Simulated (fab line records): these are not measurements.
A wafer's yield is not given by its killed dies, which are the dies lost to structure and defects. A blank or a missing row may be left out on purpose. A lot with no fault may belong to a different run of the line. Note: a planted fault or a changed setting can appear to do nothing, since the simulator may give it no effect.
Lot-split experiment | flow n5 finfet | on a route of 1938 steps: 7 lots, 21 wafers read

SPLIT DETAILS
At N5_WELL_APT_PEB_06 (peb time 90 s), the setting peb time s was moved away from the recipe's 90 s on 6 of the 21 wafers read, by -21.9% to +21.9%. For the rest of the wafers, this setting stayed at what the recipe calls for.

FROM THE SPLIT TO THE READING: what the file shows between them, 2 steps
- N5_WELL_APT_DEVELOP_07: develop time 45 s
- N5_WELL_APT_HARDBAKE_12: time 120 s

THE READING
cd nm, in nm, at N5_WELL_APT_CD_MEAS_08 (target cd 200 nm). On this fab line, fault-free wafers typically give 200.2 nm with a standard deviation of 1.4 nm.

wafer  | tool, chamber at the split | peb time s as run, s | against the recipe | cd nm, nm | against lot-mates on the recipe
L075.4 | litho track-03, 0          | 90                   | recipe             | 200.2     | -
L075.5 | litho track-03, 0          | 90                   | recipe             | 199.9     | -
L075.6 | litho track-03, 0          | 90                   | recipe             | 198.7     | -
L079.2 | litho track-01, 0          | 90                   | recipe             | 202.4     | -
L079.3 | litho track-01, 0          | 109.7                | +21.9%             | 207.8     | +5.4
L079.4 | litho track-01, 0          | 109.7                | +21.9%             | 208.5     | +6.1
L082.1 | litho track-01, 0          | 90                   | recipe             | 201.0     | -
L082.3 | litho track-01, 0          | 90                   | recipe             | 200.4     | -
L082.4 | litho track-01, 0          | 90                   | recipe             | 199.6     | -
L083.3 | litho track-05, 0          | 70.26                | -21.9%             | 190.1     | -10.3
L083.5 | litho track-05, 0          | 70.26                | -21.9%             | 190.8     | -9.6
L083.6 | litho track-05, 0          | 90                   | recipe             | 200.4     | -
L086.1 | litho track-03, 0          | 90                   | recipe             | 198.5     | -
L086.3 | litho track-03, 0          | 90                   | recipe             | 197.8     | -
L086.5 | litho track-03, 0          | 90                   | recipe             | 197.6     | -
L092.1 | litho track-05, 0          | 90                   | recipe             | 200.5     | -
L092.3 | litho track-05, 0          | 90                   | recipe             | 200.6     | -
L092.4 | litho track-05, 0          | 81.24                | -9.7%              | 198.4     | -2.2
L094.1 | litho track-05, 0          | 101.4                | +12.7%             | 202.4     | +4.2
L094.4 | litho track-05, 0          | 90                   | recipe             | 198.3     | -
L094.6 | litho track-05, 0          | 90                   | recipe             | 198.0     | -

FIT RESULTS
A straight line over all 21 wafers: cd nm changes by +0.378 nm for each +1% of peb time s; r = +0.94; the points scatter about the line by 1.4 nm.
The same after taking each lot's own level away (the mean of its wafers on the recipe; 21 wafers): +0.351 nm for each +1%; r = +0.96; scatter 1 nm.
The reading moves by 7.7 nm for the largest change in peb time s, on that fit.
The span of the lots' own levels, 197.97 to 202.40 nm, comes to 3.2 times the standard deviation stated above.
Consequently the slope shifts little with the lot-to-lot level, the two slopes agreeing.
Check: with one of the wafers moved furthest among these (-21.9%) left out of the fit, the line predicts -7.21 nm for it against its lot-mates. It came out at -10.3 nm against them.

FURTHER SPLITS ON THESE WAFERS
Note: prior to the reading, these wafers also went through further splits. Each is held against what the fit with the lots' levels taken away leaves over:
other split on the same wafers  | wafers away from the commonest value | r with cd nm (lot level and that fit taken away)
N5_ZERO_LAYER_EXPOSE_08 dose mj | 9                                    | +0.07

THE WHOLE CHAIN: every reading that the file lists as answering this split, in the file's order
step                   | what it does             | reading                                                         | change (the file's fit)               | r (the file's)
N5_WELL_APT_CD_MEAS_08 | target cd 200 nm         | cd nm                                                           | +0.344 nm for each +1% of the setting | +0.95
N5_WELL_APT_DESCUM_13  | chemistry O2, time 7.9 s | WELL_APT.cd nm (the simulator's own value, which no gauge read) | +0.353 nm for each +1% of the setting | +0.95

THE FILE'S OWN FIT
cd nm changes by +0.344 nm for each +1% of peb time s, r = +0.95.
